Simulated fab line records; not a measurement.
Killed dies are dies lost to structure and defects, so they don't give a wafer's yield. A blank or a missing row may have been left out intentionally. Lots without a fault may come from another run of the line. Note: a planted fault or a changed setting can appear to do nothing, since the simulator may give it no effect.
fab line records | flow n5_finfet
record: lots: 9 wafers: 27 last_day: 17
route steps=1938 shown SD_EPI_N@282 SD_EPI_P@307 BEOL_M4@1111 PASSIVATION@1936
lots untouched by any fault: they come from a run of this same line in which no faults occurred
start_h: the number of hours between the record's first day and the start of the first shown wafer of the lot | wait_h: hours elapsed since this lot's preceding step | " same as the row above | L1.1+2: a single row standing in for several wafers | - no value present, or no start provided | * or withheld: withheld | < > ~ a bound
route shown NAME@n: NAME is a module with steps in the file, n the number in the route of the first one | usual: mean/standard deviation taken from wafers without a fault | same: alike in all rows | chamber/n: place in a boat | sites: readings site by site | _std_site: the standard deviation of these | _edge_site: mean of outer sites minus mean of inner sites | radius_mm: how far each site lies from the wafer's centre | mask NAME#n: copy n | behind: the last tool/chamber to shape the wafer | hold: the reason the lot was held/the length of the hold in hours/how it ended | device: the transistor (n, p or np) that didn't switch | end of line: the same wafers' tests at the end of the route | for a step that has no rows: nothing shown but its recipe | killed: the dies lost at the first sort to structure and to defects; this is not the yield of the wafer | map: the dies of a wafer, with x for killed, . for not killed, _ for no die there
set.NAME: the setting the step ran with; set.NAME@STEP: the setting that earlier step ran with | model.NAME: the simulator's own value behind a step, which no gauge read
a sample of lots followed through the steps of the route, with each step as a table and each wafer as a row
services: the hour from which a tool's chamber was out of use, counted from the record's first day as start_h (under 0 if before that day), plus the number of hours and why
== steps ==
step: N5_SD_EPI_N_STRIP_38
recipe: chemistry: N2/H2 power_w: 1000 temp_c: 250 h2_frac: 0.65 overash_fraction: 0.3 pressure_mtorr: withheld n2_flow_sccm: 1750 h2_flow_sccm: 3250
usual: drypump_motor_current_A: 5.9/0.43 h2_flow_sccm: 3251/9 heater_power_w: 322/31 oes_product_au: 0.762/0.011
columns lot.wafer tool chamber start_h wait_h drypump_motor_current_A h2_flow_sccm heater_power_w oes_product_au rf_hours_counter_h
L488.3 plasma_asher-02 1 61.06 0.1 5.5 3257 359 0.761 -
L488.4 " 0 " " 6.0 3257 360 0.752 -
L488.6 " 0 " " 6.0 3241 353 0.774 -
L491.2 plasma_asher-02 1 74.06 0.1 5.6 3251 355 0.772 98
L491.3 " 1 " " 5.6 3256 364 0.768 -
L491.5 " 1 " " 5.6 3255 368 0.770 -
L498.1 plasma_asher-01 1 118.24 0.1 6.5 3242 294 0.761 43
L498.3 " 0 " " 5.5 3255 303 0.746 -
L498.5 " 0 " " 5.5 3245 306 0.765 -
L499.1 plasma_asher-02 1 124.12 0.1 5.5 3242 368 0.748 108
L499.4 " 1 " " 5.5 3259 368 0.760 -
L499.5 " 1 " " 5.5 3246 369 0.770 -
L502.3 plasma_asher-02 1 140.63 0.1 5.6 3227 357 0.746 -
L502.4 " 0 " " 6.0 3244 363 0.794 -
L502.6 " 1 " " 5.6 3246 349 0.763 -
L503.4 plasma_asher-02 0 144.77 0.1 6.0 3248 362 0.765 -
L503.5 " 0 " " 5.9 3252 353 0.768 -
L503.6 " 1 " " 5.6 3247 365 0.753 -
L505.2 plasma_asher-01 0 157.04 0.1 5.5 3254 315 0.754 52
L505.4 " 0 " " 5.5 3241 295 0.754 -
L505.5 " 0 " " 5.5 3252 308 0.758 -
L509.2 plasma_asher-01 1 181.66 0.1 6.5 3254 294 0.744 58
L509.4 " 0 " " 5.5 3264 309 0.746 -
L509.6 " 1 " " 6.5 3236 289 0.769 -
L510.2 plasma_asher-02 0 188.49 0.1 6.0 3264 361 0.762 120
L510.3 " 1 " " 5.6 3262 361 0.769 -
L510.4 " 0 " " 6.0 3244 358 0.749 -
step: N5_SD_EPI_N_VAPOR_ETCH_50
recipe: chemistry: HCl target: Si temp_c: 775 time_s: 54 pressure_torr: 20 mode: isotropic
usual: throttle_valve_pct: 11.7/0.4
columns lot.wafer tool chamber start_h wait_h throttle_valve_pct
L488.3 epi_rpcvd-02 0 61.81 0.2 11.5
L488.4 " 0 " " 11.2
L488.6 " 0 " " 11.1
L491.2 epi_rpcvd-04 0 74.93 0.4 11.4
L491.3 " 0 " " 11.7
L491.5 " 0 " " 11.9
L498.1 epi_rpcvd-01 0 119.07 0.4 12.3
L498.3 " 0 " " 12.3
L498.5 " 0 " " 12.2
L499.1 epi_rpcvd-01 0 124.96 0.4 12.2
L499.4 " 0 " " 12.4
L499.5 " 0 " " 12.3
L502.3 epi_rpcvd-04 0 141.52 0.3 11.7
L502.4 " 0 " " 11.5
L502.6 " 0 " " 11.7
L503.4 epi_rpcvd-02 0 145.71 0.3 11.1
L503.5 " 0 " " 11.3
L503.6 " 0 " " 11.2
L505.2 epi_rpcvd-02 0 157.78 0.3 11.3
L505.4 " 0 " " 11.1
L505.5 " 0 " " 11.1
L509.2 epi_rpcvd-02 0 182.40 0.3 11.1
L509.4 " 0 " " 11.1
L509.6 " 0 " " 11.1
L510.2 epi_rpcvd-04 0 189.45 0.3 11.7
L510.3 " 0 " " 11.8
L510.4 " 0 " " 11.6
step: N5_SD_EPI_P_ETCH_36
recipe: chemistry: CF4 target: SiARC target_depth_a: 455 mask_material: CAR-ArF-block time_s: 75.8 ion_energy_ev: 80 pressure_mtorr: 40 source_w: 545 bias_w: 36 Ar_flow_sccm: 100 cf4_flow_sccm: 100 ends: cleared
usual: drypump_motor_current_A: 5.5/0.43 etch_rf_on_time_s: 75.6/2 oes_product_au: 0.69/0.073 rf_vpp_V: 184.2/1.2 showerhead_plenum_p_Torr: 2.16/0.071 throttle_valve_pct: 15.48/0.15
columns lot.wafer tool chamber start_h wait_h drypump_motor_current_A etch_rf_on_time_s oes_product_au rf_hours_counter_h rf_vpp_V showerhead_plenum_p_Torr throttle_valve_pct
L488.3 rie_diel-05 3 64.63 0.0 5.2 78.5 0.78 11 183.4 2.18 15.31
L488.4 " 0 " " 6.0 76.2 0.75 37 184.5 2.17 15.38
L488.6 " 2 " " 5.1 75.0 0.76 - 185.2 2.25 15.26
L491.2 rie_diel-05 3 78.49 0.0 5.1 79.7 0.77 16 183.6 2.18 15.32
L491.3 " 2 " " 5.1 74.5 0.76 37 184.4 2.25 15.26
L491.5 " 3 " " 5.1 79.5 0.76 - 184.0 2.18 15.32
L498.1 rie_diel-05 3 122.54 0.0 5.2 79.6 0.75 28 184.7 2.17 15.35
L498.3 " 2 " " 5.1 74.3 0.74 50 183.4 2.25 15.30
L498.5 " 1 " " 5.9 75.1 0.79 - 183.8 2.20 15.50
L499.1 rie_diel-05 2 128.55 0.0 5.1 74.8 0.74 52 184.9 2.25 15.32
L499.4 " 1 " " 5.8 75.1 0.80 23 184.2 2.20 15.50
L499.5 " 2 " " 5.1 74.9 0.73 - 184.7 2.25 15.31
L502.3 rie_diel-06 1 144.91 0.0 4.7 78.4 0.57 222 183.8 2.12 15.80
L502.4 " 2 " " 5.4 71.9 0.73 80 184.9 2.25 15.43
L502.6 " 2 " " 5.4 71.8 0.72 - 184.7 2.25 15.45
L503.4 rie_diel-06 0 149.60 0.0 5.6 75.5 0.82 6 184.4 2.19 15.33
L503.5 " 1 " " 4.7 76.9 0.58 - 183.2 2.12 15.78
L503.6 " 0 " " 5.6 75.1 0.83 - 183.7 2.19 15.33
L505.2 rie_diel-02 1 161.39 0.0 6.0 73.1 0.68 140 183.4 2.07 15.38
L505.4 " 3 " " 5.5 77.0 0.64 143 186.3 2.22 15.56
L505.5 " 1 " " 6.0 74.1 0.67 - 184.1 2.07 15.38
L509.2 rie_diel-06 3 185.35 0.0 5.9 75.2 0.67 141 182.0 1.99 15.36
L509.4 " 1 " " 4.7 76.7 0.57 234 183.9 2.12 15.80
L509.6 " 0 " " 5.6 75.5 0.81 - 184.7 2.19 15.34
L510.2 rie_diel-06 2 192.43 0.0 5.4 70.9 0.71 94 184.5 2.24 15.47
L510.3 " 3 " " 5.9 74.6 0.68 143 181.6 1.99 15.36
L510.4 " 1 " " 4.7 77.8 0.58 236 184.9 2.12 15.80
step: N5_SD_EPI_P_ETCHBACK_46
recipe: chemistry: CH3F/O2 mode: anisotropic_etchback target: SiNx target_depth_a: 175 stop_on: SiO2 over_etch_frac: 0.3 ion_energy_ev: 120 pressure_mtorr: 30 source_w: 395 bias_w: 73 Ar_flow_sccm: 150 CH3F_flow_sccm: 30 O2_flow_sccm: 20
usual: drypump_motor_current_A: 5.5/0.43 oes_product_au: 0.69/0.068 over_etch_frac: 0.3/0 rf_vpp_V: 292/9.4 showerhead_plenum_p_Torr: 2.02/0.073 throttle_valve_pct: 16.24/0.15
columns lot.wafer tool chamber start_h wait_h drypump_motor_current_A oes_product_au over_etch_frac rf_hours_counter_h rf_vpp_V showerhead_plenum_p_Torr throttle_valve_pct
L488.3 rie_diel-05 3 65.01 0.0 5.2 0.80 0.3 11 303 2.05 16.11
L488.4 " 0 " " 6.0 0.76 0.3 38 300 2.03 16.14
L488.6 " 2 " " 5.1 0.76 0.3 - 305 2.11 16.04
L491.2 rie_diel-05 3 78.87 0.0 5.2 0.78 0.3 16 304 2.04 16.12
L491.3 " 2 " " 5.1 0.75 0.3 38 303 2.11 16.05
L491.5 " 3 " " 5.2 0.78 0.3 - 304 2.04 16.13
L498.1 rie_diel-05 3 122.92 0.0 5.2 0.77 0.29055 28 303 2.04 16.16
L498.3 " 2 " " 5.1 0.74 0.29055 50 305 2.11 16.07
L498.5 " 1 " " 5.8 0.79 0.29055 - 290 2.07 16.36
L499.1 rie_diel-05 2 128.93 0.0 5.1 0.74 0.29055 52 304 2.11 16.07
L499.4 " 1 " " 5.8 0.79 0.29055 23 288 2.07 16.35
L499.5 " 2 " " 5.1 0.73 0.29055 - 303 2.11 16.06
L502.3 rie_diel-06 1 145.29 0.0 4.7 0.59 0.3 223 281 1.97 16.46
L502.4 " 2 " " 5.4 0.70 0.3 80 289 2.11 16.18
L502.6 " 2 " " 5.4 0.71 0.3 - 291 2.11 16.18
L503.4 rie_diel-06 0 149.98 0.0 5.6 0.83 0.3 6 301 2.04 16.03
L503.5 " 1 " " 4.7 0.59 0.3 - 281 1.97 16.43
L503.6 " 0 " " 5.7 0.82 0.3 - 301 2.04 16.04
L505.2 rie_diel-02 1 161.77 0.0 6.0 0.67 0.3 140 282 1.93 16.13
L505.4 " 3 " " 5.5 0.64 0.3 144 288 2.08 16.33
L505.5 " 1 " " 6.0 0.67 0.3 - 281 1.93 16.11
L509.2 rie_diel-06 3 185.73 0.0 5.9 0.67 0.3 141 282 1.85 16.07
L509.4 " 1 " " 4.7 0.59 0.3 235 279 1.97 16.45
L509.6 " 0 " " 5.7 0.81 0.3 - 302 2.04 16.05
L510.2 rie_diel-06 2 192.81 0.0 5.4 0.69 0.3 94 291 2.10 16.21
L510.3 " 3 " " 5.9 0.67 0.3 143 282 1.85 16.09
L510.4 " 1 " " 4.7 0.58 0.3 237 279 1.97 16.46
step: N5_BEOL_M4_RC_MEAS_101
usual: DIBL_N: 36.7/2.4 DIBL_P: 37.4/2.9 IOFF_N: 0.18/0.05 IOFF_P: 0.23/0.058 ION_N: 683/16 ION_P: 467/11 SS_N: 71.7/0.77 SS_P: 73.5/0.87 VT_N: 249/4.3 VT_P: -250/4.4
columns lot.wafer tool chamber start_h wait_h DIBL_N[mV/V] DIBL_P[mV/V] IOFF_N[nA/um] IOFF_P[nA/um] ION_N[uA/um] ION_P[uA/um] SS_N[mV/dec] SS_P[mV/dec] VT_N[mV] VT_P[mV]
L488.3 prober-02 0 176.21 0.3 35.9 34.4 0.14 0.17 669 455 71.1 72.3 254 -253
L488.4 " 0 " " 35.8 36.3 0.16 0.21 697 481 71.3 73.1 247 -251
L488.6 " 0 " " 38.7 38.9 0.21 0.25 704 479 71.7 74.3 247 -248
L491.2 prober-01 0 190.50 0.2 37.9 36.9 0.17 0.20 657 450 72.0 73.5 251 -251
L491.3 " 0 " " 33.1 32.0 0.11 0.14 679 458 71.3 71.7 252 -257
L491.5 " 0 " " 34.5 32.7 0.12 0.14 660 447 70.7 72.0 257 -256
L498.1 prober-01 0 227.73 0.0 37.4 38.8 0.19 0.24 682 463 72.1 73.5 248 -250
L498.3 " 0 " " 36.5 35.5 0.15 0.18 667 448 71.5 71.9 251 -253
L498.5 " 0 " " 38.0 38.7 0.19 0.24 697 475 72.1 73.1 245 -249
L499.1 prober-02 0 235.22 0.0 34.1 33.5 0.12 0.18 677 468 69.9 72.7 252 -252
L499.4 " 0 " " 34.8 34.8 0.13 0.19 684 477 71.2 73.0 252 -249
L499.5 " 0 " " 35.5 36.5 0.16 0.23 711 484 70.5 73.3 246 -247
L502.3 prober-01 0 251.78 0.3 35.1 35.5 0.17 0.21 667 459 71.8 73.4 250 -249
L502.4 " 0 " " 35.5 35.2 0.16 0.20 662 451 71.6 72.3 251 -251
L502.6 " 0 " " 36.0 37.2 0.18 0.22 672 461 72.4 73.4 250 -250
L503.4 prober-01 0 259.35 0.5 39.2 41.4 0.21 0.29 693 474 72.1 74.3 249 -245
L503.5 " 0 " " 36.9 37.3 0.16 0.22 668 459 71.3 72.6 250 -251
L503.6 " 0 " " 36.5 37.2 0.14 0.20 665 456 71.3 73.1 253 -253
L505.2 prober-01 0 266.93 0.2 33.5 32.2 0.11 0.16 670 464 71.7 72.3 256 -255
L505.4 " 0 " " 38.5 38.8 0.20 0.25 689 472 72.1 74.1 247 -249
L505.5 " 0 " " 38.0 37.9 0.20 0.25 702 474 72.0 74.1 247 -248
L510.2 prober-02 0 300.90 0.2 36.6 38.0 0.18 0.20 698 473 71.7 73.0 247 -252
L510.3 " 0 " " 37.9 38.7 0.18 0.21 673 456 71.9 73.6 249 -252
L510.4 " 0 " " 37.5 39.5 0.22 0.24 697 466 72.2 73.6 243 -249
L509.2 prober-02 0 304.06 0.2 37.8 37.7 0.18 0.20 684 457 71.9 74.1 248 -254
L509.4 " 0 " " 34.3 34.0 0.11 0.15 670 468 71.0 72.7 254 -258
L509.6 " 0 " " 33.2 33.0 0.10 0.14 668 462 70.1 72.2 257 -260
step: N5_PASSIVATION_PROBE_49
usual: defect_limited_yield: 91.4/1.6 killed_at_M0_to_M3: 31/11 killed_at_M4_up: 14/5.7 killed_at_contacts: 12/6 killed_at_front_end: 41/13 killed_at_other: 3.3/2.8 killed_dies: 101/19 killed_open: 67/14 killed_short: 33/8.2 sort_bin_5_function: 5.0/1.1 sort_bin_6_memory: 3.3/0.74 sort_n_pass: 1078/20 sort_yield_pct: 91.3/1.7
same: gross_dies: 1180 killed_at_back_side: 0 sort_bin_4_leakage[%]: 0 sort_bin_8_speed[%]: 0
columns lot.wafer tool chamber start_h wait_h defect_limited_yield[%] killed_at_M0_to_M3 killed_at_M4_up killed_at_contacts killed_at_front_end killed_at_other killed_dies killed_open killed_short sort_bin_5_function[%] sort_bin_6_memory[%] sort_n_pass sort_yield_pct[%]
L491.2 prober-02 - 295.74 0.1 91.4 29 12 7 37 16 101 61 40 5.0 3.1 1079 91.4
L491.3 prober-02 - 295.79 0.1 93.9 16 11 13 29 3 72 53 15 3.4 2.2 1108 93.9
L491.5 prober-02 - 295.89 0.2 92.0 28 23 14 26 3 94 66 28 4.2 3.4 1086 92.0
L498.1 prober-02 - 328.45 0.0 92.3 29 20 13 22 7 91 62 27 4.7 2.7 1089 92.3
L498.3 prober-02 - 328.55 0.1 88.9 60 20 13 37 1 131 98 31 6.8 4.1 1049 88.9
L498.5 prober-02 - 328.65 0.2 89.7 48 12 29 21 11 121 75 44 5.8 4.1 1059 89.7
L499.1 prober-02 - 334.41 0.0 89.1 64 7 4 51 3 129 81 48 6.2 4.1 1051 89.1
L499.4 prober-02 - 334.56 0.2 91.9 35 15 5 38 3 96 63 31 5.1 2.9 1084 91.9
L499.5 prober-02 - 334.61 0.2 93.1 30 12 6 32 1 81 49 32 3.6 2.7 1099 93.1
L503.4 prober-02 - 368.53 0.2 94.7 20 5 9 27 2 63 39 22 3.1 1.9 1117 94.7
L503.5 prober-02 - 368.58 0.2 90.8 35 19 31 23 1 109 71 36 5.6 3.4 1071 90.8
L503.6 prober-02 - 368.63 0.3 89.2 48 35 15 29 0 127 89 38 7.0 3.5 1053 89.2
L510.2 prober-01 - 417.17 0.1 89.8 48 12 11 42 7 120 74 43 6.2 3.4 1060 89.8
L510.3 prober-01 - 417.22 0.1 91.7 34 16 10 35 3 98 64 31 4.5 3.4 1082 91.7
L510.4 prober-01 - 417.27 0.2 90.4 22 24 14 48 5 113 69 43 5.3 4.2 1067 90.4
killed by level:class
L491.2 BEOL_M0_SAQP:geometric_particle:open=13 BEOL_M0_SAQP:geometric_particle:short=9 GATE_CUT:geometric_particle:short=8 MOL_CONTACT_COAG:geometric_particle:open=7 FIN_SAQP:geometric_particle:open=5 STI_FIN_REVEAL:geometric_particle:open=5 PAD_METAL:geometric_particle:open=5 BEOL_M4:geometric_particle:open=4
L491.3 MOL_CONTACT_COAG:geometric_particle:open=12 STI_FIN_REVEAL:geometric_particle:open=7 BEOL_M4:geometric_particle:open=6 BEOL_M2:geometric_particle:open=5 HKMG_FIN:area_etch=4 GATE_CUT:geometric_particle:short=3 BEOL_M0_SAQP:geometric_particle:open=3 BEOL_M0_SAQP:geometric_particle:short=3
L491.5 MOL_CONTACT_COAG:geometric_particle:open=11 BEOL_M0_SAQP:geometric_particle:short=9 BEOL_M0_SAQP:geometric_particle:open=8 BEOL_M4:geometric_particle:open=8 FIN_SAQP:geometric_particle:open=6 STI_FIN_REVEAL:geometric_particle:open=6 BEOL_M4:geometric_particle:short=6 BEOL_M2:geometric_particle:open=5
L498.1 BEOL_M4:geometric_particle:open=11 BEOL_M2:geometric_particle:open=10 MOL_CONTACT_COAG:geometric_particle:open=9 BEOL_M0_SAQP:geometric_particle:short=6 BEOL_M0_SAQP:geometric_particle:open=5 BEOL_M7:geometric_particle:open=5 STI_FIN_REVEAL:geometric_particle:open=4 MOL_CONTACT_COAG:geometric_particle:short=4
L498.3 FIN_SAQP:geometric_particle:open=18 BEOL_M1:geometric_particle:open=12 MOL_CONTACT_COAG:geometric_particle:open=11 BEOL_M0_SAQP:geometric_particle:open=10 BEOL_M2:geometric_particle:open=10 BEOL_M3:geometric_particle:open=8 BEOL_M0_SAQP:geometric_particle:short=6 BEOL_M1:geometric_particle:short=6
L498.5 MOL_CONTACT_COAG:geometric_particle:open=25 BEOL_M2:geometric_particle:open=16 BEOL_M2:geometric_particle:short=8 BEOL_M1:geometric_particle:short=7 BEOL_M0_SAQP:geometric_particle:open=5 MOL_CONTACT_COAG:geometric_particle:short=4 BEOL_M0_SAQP:geometric_particle:short=4 STARTING-WAFER:geometric_particle:open=4
L499.1 BEOL_M0_SAQP:geometric_particle:short=23 BEOL_M0_SAQP:geometric_particle:open=19 FIN_SAQP:geometric_particle:open=12 FIN_SAQP:geometric_particle:short=9 GATE_CUT:geometric_particle:open=8 GATE_CUT:geometric_particle:short=7 BEOL_M3:geometric_particle:open=7 STI_FIN_REVEAL:geometric_particle:open=6
L499.4 DUMMY_GATE:geometric_particle:open=8 BEOL_M0_SAQP:geometric_particle:open=8 BEOL_M1:geometric_particle:open=8 STI_FIN_REVEAL:geometric_particle:open=6 BEOL_M4:geometric_particle:open=6 FIN_SAQP:geometric_particle:open=5 ILD0:geometric_particle:short=5 BEOL_M0_SAQP:geometric_particle:short=5
L499.5 BEOL_M0_SAQP:geometric_particle:short=9 BEOL_M1:geometric_particle:open=8 STI_FIN_REVEAL:geometric_particle:open=7 GATE_CUT:geometric_particle:short=6 BEOL_M0_SAQP:geometric_particle:open=6 MOL_CONTACT_COAG:geometric_particle:open=5 FIN_SAQP:geometric_particle:short=3 DUMMY_GATE:geometric_particle:open=3
L503.4 MOL_CONTACT_COAG:geometric_particle:open=7 FIN_SAQP:geometric_particle:short=5 BEOL_M0_SAQP:geometric_particle:open=5 BEOL_M3:geometric_particle:open=5 STI_FIN_REVEAL:geometric_particle:open=4 STARTING-WAFER:geometric_particle:open=4 BEOL_M2:geometric_particle:open=3 STARTING-WAFER:geometric_particle:short=3
L503.5 MOL_CONTACT_COAG:geometric_particle:open=23 MOL_CONTACT_COAG:geometric_particle:short=8 BEOL_M0_SAQP:geometric_particle:open=8 BEOL_M4:geometric_particle:open=8 BEOL_M0_SAQP:geometric_particle:short=7 FIN_SAQP:geometric_particle:open=4 FIN_SAQP:geometric_particle:short=4 STI_FIN_REVEAL:geometric_particle:open=4
L503.6 BEOL_M4:geometric_particle:open=15 BEOL_M2:geometric_particle:open=13 MOL_CONTACT_COAG:geometric_particle:open=11 FIN_SAQP:geometric_particle:short=9 BEOL_M0_SAQP:geometric_particle:short=9 BEOL_M0_SAQP:geometric_particle:open=8 BEOL_M1:geometric_particle:open=7 BEOL_M5:geometric_particle:open=6
L510.2 BEOL_M0_SAQP:geometric_particle:open=15 BEOL_M2:geometric_particle:open=14 FIN_SAQP:geometric_particle:open=8 DUMMY_GATE:geometric_particle:open=8 MOL_CONTACT_COAG:geometric_particle:open=8 FIN_SAQP:geometric_particle:short=6 BEOL_M0_SAQP:geometric_particle:short=6 STARTING-WAFER:geometric_particle:short=6
L510.3 BEOL_M0_SAQP:geometric_particle:short=12 BEOL_M1:geometric_particle:open=8 FIN_SAQP:geometric_particle:open=7 BEOL_M4:geometric_particle:open=7 MOL_CONTACT_COAG:geometric_particle:open=7 GATE_CUT:geometric_particle:open=5 BEOL_M0_SAQP:geometric_particle:open=5 STARTING-WAFER:geometric_particle:open=5
L510.4 FIN_SAQP:geometric_particle:short=15 MOL_CONTACT_COAG:geometric_particle:open=11 STI_FIN_REVEAL:geometric_particle:open=10 BEOL_M4:geometric_particle:open=10 BEOL_M2:geometric_particle:open=8 FIN_SAQP:geometric_particle:open=7 BEOL_M4:geometric_particle:short=6 DUMMY_GATE:geometric_particle:open=5
== services ==
columns tool chamber start_h hours kind
rie_diel-02 1 40.12 7.8 repair
rie_diel-02 - 44.13 2.8 pm
rie_diel-05 0 73.14 6.9 repair
rie_diel-02 2 79.85 2.1 repair
plasma_asher-02 - 98.70 0.7 repair
rie_diel-06 0 110.30 - clean
rie_diel-06 0 110.30 - consumable_replace:focus_ring
rie_diel-06 0 110.30 20.4 scheduled_down
rie_diel-06 0 110.30 20.4 vent_cycle
epi_rpcvd-02 - 111.24 2.8 pm
rie_diel-02 3 135.96 8.7 repair
epi_rpcvd-02 - 175.06 0.9 repair
epi_rpcvd-01 - 189.56 0.5 repair
epi_rpcvd-02 - 191.59 14.6 pm
== key ==
first_sign: step: N5_SD_EPI_P_ETCHBACK_46 reading: over_etch_frac direction: down sigmas: 99+ usual: 0.3 struck: 0.29055
effect none on later readings
met_at N5_SD_EPI_P_ETCHBACK_46
struck_lots L498,L499
not_acting_at N5_SD_EPI_N_STRIP_38,N5_SD_EPI_N_VAPOR_ETCH_50,N5_SD_EPI_P_ETCH_36
onset_between 78.87 122.92
fault: kind: process_parameter_drift tool: rie_diel-05 chamber: - onset_h: 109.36 steps: N5_SD_EPI_P_ETCHBACK_46 channel: over_etch_frac offset: -0.0094454 shape: step end_h: 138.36 acts_in: these_recipes_only stated: 0.3
